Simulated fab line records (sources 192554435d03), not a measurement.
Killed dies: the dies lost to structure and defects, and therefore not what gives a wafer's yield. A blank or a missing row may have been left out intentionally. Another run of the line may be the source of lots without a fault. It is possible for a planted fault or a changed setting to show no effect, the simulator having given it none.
3 desks looking at one fault ; flow n5_finfet ; what lay behind the numbers comes last; until then each desk has only its own

== FROM THE METROLOGY DESK ==
Lot by lot, what the gauges showed, no matter which tool ran the lot: averages of those sampled wafers that carry a number. Marked OUT: a lot whose mean sits more than 4 standard deviations from the usual mean, which makes it out of limits; the brackets give that distance. Readings shown: 7 of its 10, picked as those furthest out on some lot.
Columns: A = DIBL_N at N5_BEOL_M4_RC_MEAS_101, usual 36.5 mV/V; B = IOFF_N at N5_BEOL_M4_RC_MEAS_101, usual 0.17 nA/um; C = IOFF_P at N5_BEOL_M4_RC_MEAS_101, usual 0.22 nA/um; D = ION_N at N5_BEOL_M4_RC_MEAS_101, usual 671 uA/um; E = ION_P at N5_BEOL_M4_RC_MEAS_101, usual 461 uA/um; F = SS_P at N5_BEOL_M4_RC_MEAS_101, usual 73.5 mV/dec; G = VT_P at N5_BEOL_M4_RC_MEAS_101, usual -250 mV
lot;first seen here;A;B;C;D;E;F;G
L927;day 8 10:38;33.9;0.11;0.15;663;453;72.0;-257
L928;day 9 04:32;35.9;0.15;0.21;662;458;73.3;-250
L929;day 9 11:28;35.6;0.13;0.20;659;454;72.8;-252
L930;day 9 15:00;36.3;0.15;0.21;660;453;72.9;-251
L936;day 10 18:16;40.2;0.24;0.32;698;475;74.3;-245
L935;day 11 02:48;35.9;0.14;0.19;653;448;73.3;-254
L942;day 13 03:30;37.9;0.19;0.24;677;464;73.7;-250
L945;day 13 09:13;36.1;0.16;0.19;664;456;73.6;-252
L946;day 13 09:28;35.5;0.15;0.18;660;449;73.2;-252
L948;day 14 06:13;37.0;0.14;0.20;651;448;73.4;-252
This desk's finding: nothing out of limits on any of the 10 lots.

== THE DEFECT DESK ==
Counts from the inspections along the route, per lot, as means over the sampled wafers that have a number. Marked OUT: a lot whose mean sits more than 4 standard deviations from the usual mean, which makes it out of limits; the brackets give that distance.
Columns: A = raw_defect_count at N5_MOL_CONTACT_COAG_INSPECT_10, usual 74
lot;first seen here;A
L927;day 4 20:38;45
L928;day 5 02:29;49
L929;day 5 11:52;66
L930;day 5 17:50;52
L935;day 6 13:38;59
L936;day 6 22:02;68
L942;day 8 10:59;83
L945;day 9 04:16;86
L946;day 9 13:30;54
L948;day 9 23:36;118
This desk's finding: nothing out of limits on any of the 10 lots.

== THE TOOL OWNER'S DESK: litho_track-03 ==
The tool's own readings at N5_MOL_CONTACT_COAG_COAT_58 (time 60 s, resist thk 10 nm): means of the sampled wafers that have a number, for each lot that ran on this tool. Marked OUT: a lot whose mean sits more than 4 standard deviations from the usual mean, which makes it out of limits; the brackets give that distance.
Columns: A = spin_speed_rpm at N5_MOL_CONTACT_COAG_COAT_58, usual 1499.9 rpm
lot;first seen here;A
L927;day 4 20:17;1500.1
L928;day 5 02:08;1499.7
L935;day 6 13:17;1623.8 (+99 or more) OUT
L936;day 6 21:41;1623.7 (+99 or more) OUT
This desk's verdict: out of limits on L935, L936, starting with L935 at day 6 13:17 (spin_speed_rpm at N5_MOL_CONTACT_COAG_COAT_58). Within limits: L927, L928.

== ALL TOGETHER ==
At day 6 13:17, on L935, L936, the tool owner's desk was in a position to raise an alarm.
At the metrology desk, nothing out of limits was observed.
Nothing the defect desk looked at was out of limits.
The metrology desk holds a record of L935, L936, inside its limits.
The defect desk has L935, L936 on record, within its limits.
N5_MOL_CONTACT_COAG_COAT_58 was run on litho_track-03 by each of the lots named.

== WHAT THE SIMULATOR PUT IN ==
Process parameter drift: litho_track-03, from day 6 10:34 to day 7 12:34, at N5_MOL_CONTACT_COAG_COAT_58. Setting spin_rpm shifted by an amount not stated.
Lots struck among those shown: L935, L936.
Each desk's first reading out of limits, in hours after the fault started: the tool owner's desk, 3.
